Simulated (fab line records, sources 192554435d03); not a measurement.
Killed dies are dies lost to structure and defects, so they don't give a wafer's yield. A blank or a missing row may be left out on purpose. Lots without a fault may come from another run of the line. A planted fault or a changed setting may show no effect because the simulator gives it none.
A struck lot beside a sound one | flow n5_finfet | 36 steps out of a route of 1938
Sound: wafers L431.2, L431.3, L431.6. Struck: wafer L424.1. (L424.4, L424.5 of the same lot were not struck and are left out.) The cause comes at the end.
At each step with rows: each side's tool, then ch and its chambers, then its first start. Under that, the readings that differ: sound wafers | struck wafers | difference of the means | sigmas: that difference in standard deviations of wafers without a fault.
alike: readings whose means differ by less than 2 such deviations, and words and numbers that are the same on both sides. not compared: withheld readings, readings that some wafer has no value for, bounds like >300 that may hide the same value, and numbers for which the record gives no deviation and whose values overlap.
The two part at a step that has a row with sigmas, a row that says differs or no value, or rows on one side only. Numbers that don't overlap but have no deviation are shown without sigmas and don't part them. A reading that every wafer of one side lacks parts them only if that side has two wafers or more.

first, 9 steps without rows for these wafers: N5_BEOL_M7_ILD_DEP_00 (deposits SiCOH lowk from DEMS/porogen, target thk 179.75 nm, time 33.4 s); N5_BEOL_M7_CURE_74 (cures SiCOH lowk, time 240 s); N5_BEOL_M7_PECVD_70 (deposits SiO2 from TEOS/O2, target thk 20 nm, time 22.7 s); N5_BEOL_M7_HM_DEP_02 (deposits TiN, target thk 20 nm); N5_BEOL_M7_COAT_59 (time 60 s, resist thk 100 nm); N5_BEOL_M7_COAT_60 (time 60 s, resist thk 35 nm); N5_BEOL_M7_COAT_05 (resist thk 90 nm); N5_BEOL_M7_EBR_07; N5_BEOL_M7_SOFTBAKE_06 (time 60 s).
N5_BEOL_M7_EXPOSE_08: exposes mask M7.
  sound on arfi_scanner-02 ch 0, day 13 12:11; struck on arfi_scanner-01 ch 0, day 10 19:43
  alike: mask
then, 2 steps without rows for these wafers: N5_BEOL_M7_PEB_09 (peb time 60 s); N5_BEOL_M7_DEVELOP_10 (develop time 30 s).
N5_BEOL_M7_CD_MEAS_11: target cd 38.5 nm.
  sound on cd_sem-02 ch 0, day 13 12:19; struck on cd_sem-01 ch 0, day 10 19:50
  reading    | sound          | struck | difference | sigmas
  cd_nm (nm) | 38.8 37.9 38.4 | 32.1   | -6.3       | -12
then, 1 step without rows for these wafers: N5_BEOL_M7_DESCUM_16 (chemistry O2, time 7.9 s).
N5_BEOL_M7_ETCH_61: etches SiARC in CF4, target depth 45.5 nm, time 75.8 s.
  sound on rie_diel-06 ch 0,1,3, day 13 12:31; struck on rie_diel-06 ch 1, day 10 19:58
  reading                         | sound         | struck | difference | sigmas
  model.BEOL_M7.cd_offset_nm (nm) | 0.4 -0.4 -0.4 | -6.2   | -6.1       |
  alike: drypump_motor_current_A, etch_rf_on_time_s, mfc_ar_sccm, oes_product_au, rf_fwd_power_W, rf_vpp_V, showerhead_plenum_p_Torr, throttle_valve_pct
  not compared: rf_hours_counter_h
then, 3 steps without rows for these wafers: N5_BEOL_M7_ETCH_62 (etches SOC in N2/H2, target depth 110 nm, overetch 22 nm, time 165 s); N5_BEOL_M7_STRIP_68 (strips in N2/H2); N5_BEOL_M7_STRIP_67 (strips in CF4).
N5_BEOL_M7_HM_OPEN_17: chemistry Cl2/BCl3, target TiN, target depth 20 nm, overetch 6 nm.
  sound on rie_metal-02 ch 0, day 13 12:47; struck on rie_metal-03 ch 0, day 10 20:13
  reading                         | sound      | struck | difference                   | sigmas
  rf_hours_counter_h (h)          | - - -      | 111    | no value on the sound wafers |
  model.BEOL_M7.cd_offset_nm (nm) | 0.4 -0.4 0 | -6     | -6                           |
  alike: drypump_motor_current_A, mfc_ar_sccm, mfc_cl2_sccm, oes_product_au, rf_fwd_power_W, throttle_valve_pct
then, 1 step without rows for these wafers: N5_BEOL_M7_STRIP_19 (strips in O2).
N5_BEOL_M7_CD_MEAS_18: pitch 80 nm, target cd 40 nm.
  sound on cd_sem-02, day 13 13:02; struck on cd_sem-01, day 10 20:27
  reading    | sound          | struck | difference | sigmas
  cd_nm (nm) | 40.8 39.9 40.1 | 33.9   | -6.4       | -10
then, 13 steps without rows for these wafers: N5_BEOL_M7_COAT_63 (time 60 s, resist thk 60 nm); N5_BEOL_M7_COAT_64 (time 60 s, resist thk 12 nm); N5_BEOL_M7_COAT_71 (time 60 s, resist thk 5 nm); N5_BEOL_M7_COAT_22 (resist thk 30 nm); N5_BEOL_M7_EBR_24; N5_BEOL_M7_SOFTBAKE_23 (time 60 s); N5_BEOL_M7_EXPOSE_25 (exposes mask V6, target cd 40 nm); N5_BEOL_M7_PEB_26 (peb time 60 s); N5_BEOL_M7_DEVELOP_27 (develop time 30 s); N5_BEOL_M7_DESCUM_33 (chemistry O2, time 7 s); N5_BEOL_M7_ETCH_72 (etches underlayer in N2/H2, target depth 6.5 nm, time 5.2 s); N5_BEOL_M7_ETCH_65 (etches SiARC in CF4, target depth 15.6 nm, time 26 s); N5_BEOL_M7_ETCH_66 (etches SOC in N2/H2, target depth 80 nm, overetch 16 nm, time 120 s).
-- the record jumps here: 3 days lie between the struck wafers' starts before and after (it left off in module BEOL_M7 and takes up again in module BEOL_M15, whose first step shown is number 1830 of the route) --
N5_BEOL_M15_RC_MEAS_101:
  sound on prober-01 ch 0, day 16 02:22; struck on prober-01 ch 0, day 13 20:49
  reading                   | sound                      | struck   | difference | sigmas
  COMB_M11 (S/m)            | 1.65e-11 1.38e-11 1.37e-11 | 2.09e-11 | +6.23e-12  | +2
  COMB_M12 (S/m)            | 4e-12 5.6e-12 8.4e-12      | 8.7e-12  | +2.7e-12   | +2
  COMB_M15 (S/m)            | 1.6e-12 1.6e-12 2.1e-12    | 2.7e-12  | +9.3e-13   | +2
  COMB_M9 (S/m)             | 1.64e-11 1.96e-11 1.92e-11 | 8.5e-12  | -9.9e-12   | -4
  SERP_M6 (ohm/um)          | 14.7 14.1 14.1             | 13.0     | -1.3       | -2
  SERP_M7 (ohm/um)          | 13.4 13.9 13.5             | 18.3     | +4.7       | +9
  SERP_M7_max_site (ohm/um) | 14.1 14.4 13.9             | 19.2     | +5.1       | +9
  alike: COMB_M10, COMB_M13, COMB_M14, COMB_M5, COMB_M6, COMB_M8, SERP_M10, SERP_M11, SERP_M12, SERP_M13, SERP_M14, SERP_M5, SERP_M8, SERP_M9
N5_PASSIVATION_PROBE_49:
  sound on prober-01, day 16 14:46; struck on prober-02, day 14 13:02
  reading         | sound | struck | difference | sigmas
  killed_at_other | 0 3 1 | 8      | +7         | +2
  alike: defect_limited_yield, killed_at_M0_to_M3, killed_at_M4_up, killed_at_contacts, killed_at_front_end, killed_dies, killed_open, killed_short, sort_bin_5_function, sort_bin_6_memory, sort_bin_8_speed, sort_n_pass, sort_yield_pct

WHERE THEY PART
First at N5_BEOL_M7_CD_MEAS_11; last, within this record, at N5_PASSIVATION_PROBE_49.

WHY: what the simulator had put in
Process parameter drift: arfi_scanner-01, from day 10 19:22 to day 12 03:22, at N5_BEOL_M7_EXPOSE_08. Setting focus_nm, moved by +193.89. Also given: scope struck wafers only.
